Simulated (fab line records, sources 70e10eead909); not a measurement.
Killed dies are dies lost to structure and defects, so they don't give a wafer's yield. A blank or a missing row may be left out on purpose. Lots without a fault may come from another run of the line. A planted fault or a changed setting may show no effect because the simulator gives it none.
Chamber matching | flow nand_harc | NHARC_THIN_TSV_ETCHBACK_48 on rie_diel-03: 4 sister chambers
The step etches the open film in C4F8/Ar, target depth 1028.5 nm, time 405.17 s. 14 wafers are shown with their chamber, then 7 later ones without.

WAFERS WITH THEIR CHAMBER
wafer  | chamber | rf_vpp_V (V) | chamber_pressure_mTorr (mTorr) | oes_product_au (a.u.)
L176.1 | 1       | 541          | 24.998                         | 1.012
L176.3 | 3       | 542          | 25.034                         | 1.022
L176.4 | 0       | 547          | 25.004                         | 1.041
L178.1 | 1       | 542          | 25.026                         | 0.916
L178.3 | 3       | 541          | 24.990                         | 0.934
L178.5 | 0       | 548          | 24.968                         | 0.942
L177.1 | 2       | 547          | 25.006                         | 0.915
L177.3 | 3       | 540          | 24.987                         | 0.927
L177.6 | 2       | 548          | 25.022                         | 0.907
L185.1 | 0       | 548          | 24.980                         | 0.949
L185.5 | 3       | 543          | 25.009                         | 0.918
L185.6 | 2       | 546          | 25.026                         | 0.926
L196.2 | 0       | 547          | 25.015                         | 0.948
L196.4 | 1       | 541          | 25.004                         | 0.929

SIGNATURES (means of the wafers above)
reading                | chamber 0 | chamber 1 | chamber 2 | chamber 3 | scatter within a chamber
rf_vpp_V               | 547.50    | 541.33    | 547.00    | 541.50    | 0.931
chamber_pressure_mTorr | 24.99175  | 25.00933  | 25.01800  | 25.00500  | 0.0186
oes_product_au         | 0.97000   | 0.95233   | 0.91600   | 0.95025   | 0.044
Rule: a wafer's distance from a chamber is the root of the sum, over the readings, of the square of ((its reading less the chamber's mean) divided by the reading's scatter). The wafer belongs to the nearest chamber; if the next one is less than 2 further off, it can't be placed. The scatter: the root of (the sum of the squares of (reading less its chamber's mean) over the shown wafers, divided by (wafers less chambers)).

WAFERS WITHOUT THEIR CHAMBER
wafer  | rf_vpp_V (V) | chamber_pressure_mTorr (mTorr) | oes_product_au (a.u.)
L196.6 | 547          | 24.976                         | 0.953
L197.1 | 542          | 24.985                         | 0.923
L197.3 | 546          | 25.034                         | 0.944
L197.5 | 542          | 24.978                         | 0.910
L194.2 | 548          | 25.017                         | 0.924
L194.4 | 542          | 24.947                         | 0.932
L194.5 | 541          | 24.978                         | 0.928

WHICH CHAMBER EACH WENT THROUGH
wafer  | from the rows above     | in truth
L196.6 | can't be placed: 0 or 2 | 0
L197.1 | can't be placed: 3 or 1 | 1
L197.3 | can't be placed: 2 or 0 | 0
L197.5 | can't be placed: 3 or 1 | 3
L194.2 | can't be placed: 2 or 0 | 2
L194.4 | can't be placed: 3 or 1 | 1
L194.5 | can't be placed: 3 or 1 | 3
Placed correctly: 0 of 7. Can't be placed from these rows: 7 (the true chamber is among the candidates in 7). Placed wrongly: 0.
